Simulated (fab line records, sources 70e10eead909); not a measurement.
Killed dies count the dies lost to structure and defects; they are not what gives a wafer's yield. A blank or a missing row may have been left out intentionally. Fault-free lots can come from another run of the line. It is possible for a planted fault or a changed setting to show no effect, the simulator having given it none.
What tool caused it? -- flow nandHarc -- 72 wafers from 24 lots sampled at 6 of the route's 1302 steps

WHAT EACH GAUGE READ, for each wafer
The record lacks any reading of a measuring or inspecting step that a usual standard deviation could be used to judge.

TOOL THAT RAN EACH LOT (tool first, then ch and the chambers of the sampled wafers, then the start)
lot,NHARC_A_WL_FILL_STRIP_27,NHARC_A_WL_FILL_ETCHBACK_17,NHARC_A_CONTACT_DEP_24,NHARC_A_CONTACT_ETCH_115,NHARC_A_CONTACT_ETCH_122,NHARC_A_CONTACT_DEP_58
L075,"plasmaAsher-02 ch 0,1, day 20 19:56","rieMetal-03 ch 1, day 21 06:09","pecvd-03 ch 0,2, day 21 12:36","harCapEtch-02 ch 0,1, day 21 22:17","harCapEtch-02 ch 0,1, day 21 23:28","pecvd-03 ch 0,2, day 22 08:56"
L074,"plasmaAsher-01 ch 0,1, day 21 06:08","rieMetal-01 ch 0,1, day 21 15:52","pecvd-03 ch 0,1, day 21 22:33","harCapEtch-03 ch 0,1, day 22 09:48","harCapEtch-03 ch 0,1, day 22 11:01","pecvd-02 ch 0,2, day 22 19:08"
L076,"plasmaAsher-01 ch 0,1, day 21 07:43","rieMetal-02 ch 0,1, day 21 15:47","pecvd-03 ch 0,1, day 21 22:14","harCapEtch-03 ch 1, day 22 07:11","harCapEtch-03 ch 1, day 22 08:22","pecvd-03 ch 0,1,2, day 22 15:55"
L077,"plasmaAsher-02 ch 0,1, day 21 07:47","rieMetal-03 ch 0, day 21 15:49","pecvd-02 ch 0,1, day 21 22:19","harCapEtch-02 ch 0,1, day 22 07:32","harCapEtch-02 ch 0,1, day 22 08:44","pecvd-01 ch 1,2, day 22 16:07"
L078,"plasmaAsher-01 ch 0,1, day 22 03:18","rieMetal-02 ch 0,1, day 22 20:09","pecvd-03 ch 1,2, day 23 02:34","harCapEtch-03 ch 0,1, day 23 10:53","harCapEtch-03 ch 0,1, day 23 12:04","pecvd-01 ch 1,2, day 23 19:27"
L079,"plasmaAsher-01 ch 0,1, day 23 02:09","rieMetal-01 ch 0,1, day 23 12:20","pecvd-03 ch 0,1, day 23 18:41","harCapEtch-02 ch 0,1, day 24 03:05","harCapEtch-02 ch 0,1, day 24 04:17","pecvd-03 ch 0,1,2, day 24 13:46"
L080,"plasmaAsher-01 ch 0,1, day 23 08:13","rieMetal-02 ch 0,1, day 23 20:00","pecvd-01 ch 0,1,2, day 24 03:20","harCapEtch-01 ch 0,1, day 24 14:23","harCapEtch-01 ch 0,1, day 24 15:35","pecvd-01 ch 0,1,2, day 25 00:56"
L081,"plasmaAsher-02 ch 0,1, day 23 15:01","rieMetal-01 ch 0, day 24 00:44","pecvd-01 ch 0,1,2, day 24 07:12","harCapEtch-03 ch 0,1, day 24 21:47","harCapEtch-03 ch 0,1, day 24 22:58","pecvd-01 ch 0,1, day 25 05:04"
L083,"plasmaAsher-02 ch 0,1, day 24 08:02","rieMetal-02 ch 0,1, day 24 17:44","pecvd-02 ch 0,1,2, day 25 00:15","harCapEtch-01 ch 0,1, day 25 08:34","harCapEtch-01 ch 0,1, day 25 09:46","pecvd-01 ch 0,1,2, day 25 16:53"
L082,"plasmaAsher-02 ch 0,1, day 24 11:44","rieMetal-03 ch 0,1, day 24 22:23","pecvd-02 ch 0,1,2, day 25 04:53","harCapEtch-03 ch 0,1, day 25 14:11","harCapEtch-03 ch 0,1, day 25 15:23","pecvd-01 ch 0,1,2, day 25 23:45"
L085,"plasmaAsher-02 ch 0,1, day 24 22:17","rieMetal-03 ch 0,1, day 25 09:14","pecvd-03 ch 0,1,2, day 25 15:40","harCapEtch-03 ch 0,1, day 26 00:29","harCapEtch-03 ch 0,1, day 26 01:41","pecvd-03 ch 0,2, day 26 08:20"
L084,"plasmaAsher-02 ch 0,1, day 25 01:42","rieMetal-02 ch 0,1, day 25 09:16","pecvd-01 ch 0,1, day 25 15:38","harCapEtch-01 ch 0,1, day 26 01:34","harCapEtch-01 ch 0,1, day 26 02:46","pecvd-03 ch 0,1,2, day 26 09:36"
L087,"plasmaAsher-02 ch 0,1, day 25 09:55","rieMetal-02 ch 0,1, day 25 19:38","pecvd-03 ch 0,1,2, day 26 02:05","harCapEtch-01 ch 0,1, day 26 10:52","harCapEtch-01 ch 0,1, day 26 12:04","pecvd-01 ch 1,2, day 26 20:11"
L086,"plasmaAsher-02 ch 0,1, day 25 13:57","rieMetal-01 ch 0,1, day 26 01:59","pecvd-02 ch 1,2, day 26 08:22","harCapEtch-03 ch 0,1, day 26 20:38","harCapEtch-03 ch 0,1, day 26 21:49","pecvd-03 ch 0,1, day 27 04:58"
L088,"plasmaAsher-01 ch 0,1, day 26 09:55","rieMetal-03 ch 0,1, day 26 20:07","pecvd-03 ch 1,2, day 27 02:33","harCapEtch-02 ch 0,1, day 27 10:51","harCapEtch-02 ch 0,1, day 27 12:02","pecvd-01 ch 1,2, day 27 17:40"
L089,"plasmaAsher-01 ch 0,1, day 26 11:38","rieMetal-02 ch 0,1, day 26 20:07","pecvd-02 ch 0,1,2, day 27 02:41","harCapEtch-01 ch 0,1, day 27 11:53","harCapEtch-01 ch 0,1, day 27 13:05","pecvd-02 ch 0,1,2, day 27 18:37"
L091,"plasmaAsher-01 ch 0,1, day 27 16:37","rieMetal-01 ch 0,1, day 28 02:51","pecvd-01 ch 1,2, day 28 09:19","harCapEtch-01 ch 0,1, day 28 17:28","harCapEtch-01 ch 0,1, day 28 18:40","pecvd-03 ch 1,2, day 29 05:08"
L090,"plasmaAsher-01 ch 0,1, day 27 19:20","rieMetal-02 ch 0,1, day 28 02:48","pecvd-02 ch 0,2, day 28 09:29","harCapEtch-03 ch 0,1, day 28 17:54","harCapEtch-03 ch 0,1, day 28 19:06","pecvd-03 ch 0,2, day 29 06:51"
L092,"plasmaAsher-01 ch 0,1, day 28 11:20","rieMetal-03 ch 0, day 28 21:37","pecvd-02 ch 0,2, day 29 04:04","harCapEtch-02 ch 0,1, day 29 16:48","harCapEtch-02 ch 0,1, day 29 18:00","pecvd-03 ch 0,2, day 30 01:54"
L094,"plasmaAsher-01 ch 1, day 28 13:14","rieMetal-02 ch 0,1, day 28 21:32","pecvd-03 ch 0,1, day 29 03:57","harCapEtch-03 ch 0,1, day 29 16:39","harCapEtch-03 ch 0,1, day 29 17:51","pecvd-02 ch 1,2, day 30 01:31"
L093,"plasmaAsher-02 ch 0,1, day 28 16:00","rieMetal-02 ch 0, day 29 02:48","pecvd-02 ch 0,2, day 29 09:13","harCapEtch-03 ch 0,1, day 29 22:25","harCapEtch-03 ch 0,1, day 30 00:01","pecvd-02 ch 0,1, day 30 07:04"
L095,"plasmaAsher-02 ch 0,1, day 29 15:46","rieMetal-02 ch 0,1, day 30 01:58","pecvd-02 ch 1,2, day 30 08:17","harCapEtch-03 ch 0,1, day 30 17:23","harCapEtch-03 ch 0,1, day 30 18:34","pecvd-02 ch 0,1,2, day 31 02:10"
L096,"plasmaAsher-02 ch 0,1, day 29 15:54","rieMetal-01 ch 0,1, day 30 01:59","pecvd-03 ch 1,2, day 30 08:19","harCapEtch-01 ch 0,1, day 30 18:40","harCapEtch-01 ch 0,1, day 30 19:51","pecvd-02 ch 0,1,2, day 31 02:55"
L097,"plasmaAsher-02 ch 0,1, day 30 01:06","rieMetal-01 ch 0,1, day 30 12:25","pecvd-03 ch 0,2, day 30 18:52","harCapEtch-03 ch 0,1, day 31 03:07","harCapEtch-03 ch 0,1, day 31 04:19","pecvd-02 ch 1,2, day 31 09:59"
- NHARC_A_WL_FILL_STRIP_27: strips in N2/H2, time 20 s.
- NHARC_A_WL_FILL_ETCHBACK_17: etches the open film in Cl2/BCl3, target depth 4 nm, time 26.7 s.
- NHARC_A_CONTACT_DEP_24: deposits SiO2, target thk 500 nm.
- NHARC_A_CONTACT_ETCH_115: etches the open film in C4F8/O2/Ar, time 190 s, target depth 1850 nm.
- NHARC_A_CONTACT_ETCH_122: etches the open film in C4F8/O2/Ar, time 190 s, target depth 1850 nm.
- NHARC_A_CONTACT_DEP_58: deposits SiON, target thk 90 nm.

AS READ BY THE TOOLS THEMSELVES (means over the sampled wafers that have a number; for cases with no such wafer, the mark the record gives instead)
NHARC_A_WL_FILL_STRIP_27. Usual: drypumpMotorCurrentA 5.7 A, standard deviation 0.54; heaterPowerW 335 W, standard deviation 19.
lot,tool,drypumpMotorCurrentA (A),heaterPowerW (W),flag
L075,plasmaAsher-02,6.3,361,
L074,plasmaAsher-01,5.2,318,
L076,plasmaAsher-01,5.2,324,
L077,plasmaAsher-02,6.3,354,
L078,plasmaAsher-01,5.3,323,
L079,plasmaAsher-01,5.2,313,
L080,plasmaAsher-01,5.1,318,
L081,plasmaAsher-02,6.3,354,
L083,plasmaAsher-02,6.3,348,
L082,plasmaAsher-02,6.3,353,
L085,plasmaAsher-02,6.0,353,
L084,plasmaAsher-02,6.0,340,
L087,plasmaAsher-02,6.3,350,
L086,plasmaAsher-02,6.3,357,
L088,plasmaAsher-01,5.3,315,
L089,plasmaAsher-01,5.2,311,
L091,plasmaAsher-01,5.1,316,
L090,plasmaAsher-01,5.3,318,
L092,plasmaAsher-01,5.1,316,
L094,plasmaAsher-01,5.1,320,
L093,plasmaAsher-02,6.3,354,
L095,plasmaAsher-02,6.0,350,
L096,plasmaAsher-02,6.3,348,
L097,plasmaAsher-02,6.0,355,

NHARC_A_WL_FILL_ETCHBACK_17. Usual: drypumpMotorCurrentA 5.67 A, standard deviation 0.21; oesProductAu 1.001 a.u., standard deviation 0.0095.
lot,tool,drypumpMotorCurrentA (A),oesProductAu (a.u.),flag
L075,rieMetal-03,5.74,1.011,
L074,rieMetal-01,5.58,0.993,
L076,rieMetal-02,5.74,1.001,
L077,rieMetal-03,5.93,1.008,
L078,rieMetal-02,5.70,1.002,
L079,rieMetal-01,5.59,0.998,
L080,rieMetal-02,5.54,1.010,
L081,rieMetal-01,5.66,0.994,
L083,rieMetal-02,5.71,0.993,
L082,rieMetal-03,5.81,0.996,
L085,rieMetal-03,5.81,0.995,
L084,rieMetal-02,5.54,1.008,
L087,rieMetal-02,5.72,0.997,
L086,rieMetal-01,5.56,1.004,
L088,rieMetal-03,5.80,0.996,
L089,rieMetal-02,5.72,0.999,
L091,rieMetal-01,5.58,1.005,
L090,rieMetal-02,5.73,1.001,
L092,rieMetal-03,5.93,1.004,
L094,rieMetal-02,5.72,1.006,
L093,rieMetal-02,5.34,1.010,
L095,rieMetal-02,5.71,0.999,
L096,rieMetal-01,5.57,0.996,
L097,rieMetal-01,5.55,1.003,

NHARC_A_CONTACT_DEP_24. Usual: chamberPressureTorr 6.499 Torr, standard deviation 0.014; heaterPowerW 531 W, standard deviation 110; throttleValvePct 16.1 %, standard deviation 0.5.
lot,tool,chamberPressureTorr (Torr),heaterPowerW (W),throttleValvePct (%),flag
L075,pecvd-03,6.504,590,16.2,
L074,pecvd-03,6.499,467,16.4,
L076,pecvd-03,6.489,482,16.4,
L077,pecvd-02,6.518,452,16.3,
L078,pecvd-03,6.508,528,16.2,
L079,pecvd-03,6.503,506,16.4,
L080,pecvd-01,6.502,585,15.3,
L081,pecvd-01,6.496,527,15.3,
L083,pecvd-02,6.498,546,16.2,
L082,pecvd-02,6.493,545,16.4,
L085,pecvd-03,6.485,535,16.3,
L084,pecvd-01,6.504,560,15.9,
L087,pecvd-03,6.511,520,16.1,
L086,pecvd-02,6.504,584,16.1,
L088,pecvd-03,6.494,499,16.4,
L089,pecvd-02,6.503,543,16.1,
L091,pecvd-01,6.491,511,15.3,
L090,pecvd-02,6.504,545,15.9,
L092,pecvd-02,6.501,591,16.1,
L094,pecvd-03,6.490,448,16.8,
L093,pecvd-02,6.496,411,16.2,
L095,pecvd-02,6.483,620,16.2,
L096,pecvd-03,6.495,487,16.5,
L097,pecvd-03,6.501,605,16.6,

NHARC_A_CONTACT_DEP_58. Usual: chamberPressureTorr 3.500 Torr, standard deviation 0.0075; heaterPowerW 740 W, standard deviation 96.
lot,tool,chamberPressureTorr (Torr),heaterPowerW (W),flag
L075,pecvd-03,3.496,779,
L074,pecvd-02,3.502,695,
L076,pecvd-03,3.498,748,
L077,pecvd-01,3.508,716,
L078,pecvd-01,3.499,749,
L079,pecvd-03,3.494,729,
L080,pecvd-01,3.491,778,
L081,pecvd-01,3.500,733,
L083,pecvd-01,3.500,801,
L082,pecvd-01,3.492,800,
L085,pecvd-03,3.506,772,
L084,pecvd-03,3.499,689,
L087,pecvd-01,3.499,792,
L086,pecvd-03,3.498,768,
L088,pecvd-01,3.494,710,
L089,pecvd-02,3.498,729,
L091,pecvd-03,3.501,667,
L090,pecvd-03,3.497,775,
L092,pecvd-03,3.500,750,
L094,pecvd-02,3.502,841,
L093,pecvd-02,3.498,726,
L095,pecvd-02,3.499,707,
L096,pecvd-02,3.506,686,
L097,pecvd-02,3.496,792,

THE ANSWER, worked out from the rows above alone
Rule: lot off if the mean of its wafers having a number is beyond 3 standard deviations from the usual mean. Also off: a lot with no number at a reading for which 4 or more lots have one. Any other lot the step has rows for is counted as sound. The gauges are gone through in route order, then the tools' own readings, and for those a lot's mean is taken as printed above. At the first step where some lot is off, the reading lying furthest off is the one used; lots without a number count as furthest.
Across all readings shown, no lot is off: no conclusion can be drawn from this.

WHAT THE SIMULATOR PUT IN
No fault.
